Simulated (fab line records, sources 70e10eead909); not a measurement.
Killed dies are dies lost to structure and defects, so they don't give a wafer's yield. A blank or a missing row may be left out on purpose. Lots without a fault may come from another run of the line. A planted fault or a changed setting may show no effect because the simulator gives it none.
One fault seen from 2 desks | flow nand_harc | each desk has only its own numbers; what lay behind them comes last

THE METROLOGY DESK
What the gauges read, lot by lot, whatever tool the lot ran on: means of the sampled wafers that have a number. A lot is out of limits, marked OUT, if its mean lies more than 4 standard deviations from the usual mean; the brackets give that distance.
Columns: A = cd_nm at NHARC_A_SLIT_CD_MEAS_09, usual 299.8 nm
lot  | first seen here | A
L183 | day 20 02:32    | 300.1
L188 | day 21 16:52    | 299.4
L190 | day 23 06:07    | 299.0
L191 | day 23 13:38    | 305.1 (+11) OUT
L192 | day 23 13:40    | 304.9 (+11) OUT
L194 | day 24 03:18    | 303.0 (+6.6) OUT
L197 | day 25 03:13    | 303.1 (+6.9) OUT
L195 | day 25 06:07    | 299.6
L202 | day 27 15:53    | 299.9
L203 | day 28 09:05    | 299.9
This desk's finding: out of limits on L191, L192, L194, L197; first on L191, day 23 13:38 (cd_nm at NHARC_A_SLIT_CD_MEAS_09). In limits: L183, L188, L190, L195, L202, L203.

THE TOOL OWNER'S DESK: arfi_scanner-02
The tool's own readings at NHARC_A_SLIT_EXPOSE_06 (exposes mask SLIT): means of the sampled wafers that have a number, for each lot that ran on this tool. A lot is out of limits, marked OUT, if its mean lies more than 4 standard deviations from the usual mean; the brackets give that distance.
Columns: A = exposure_dose_mJ_cm2 at NHARC_A_SLIT_EXPOSE_06, usual 60.83
lot  | first seen here | A
L183 | day 20 02:24    | 60.85
L188 | day 21 16:44    | 60.88
L190 | day 23 05:59    | 60.94
L191 | day 23 13:29    | 67.35 (+99 or more) OUT
L192 | day 23 13:31    | 67.30 (+99 or more) OUT
L194 | day 24 03:10    | 64.93 (+65) OUT
L197 | day 25 03:04    | 64.11 (+52) OUT
This desk's finding: out of limits on L191, L192, L194, L197; first on L191, day 23 13:29 (exposure_dose_mJ_cm2 at NHARC_A_SLIT_EXPOSE_06). In limits: L183, L188, L190.

PUT TOGETHER
The tool owner's desk could have raised an alarm at day 23 13:29, on L191, L192, L194, L197.
The metrology desk could have raised an alarm at day 23 13:38, on L191, L192, L194, L197.
Of the lots named, all ran NHARC_A_SLIT_EXPOSE_06 on arfi_scanner-02.

WHAT THE SIMULATOR HAD PUT IN
Process parameter drift: arfi_scanner-02, from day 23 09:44 on, at NHARC_A_SLIT_EXPOSE_06. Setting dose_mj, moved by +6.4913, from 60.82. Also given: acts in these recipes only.
Lots struck among those shown: L191, L192, L194, L197.
Hours from the fault's start to each desk's first reading out of limits: the tool owner's desk, 4; the metrology desk, 4.
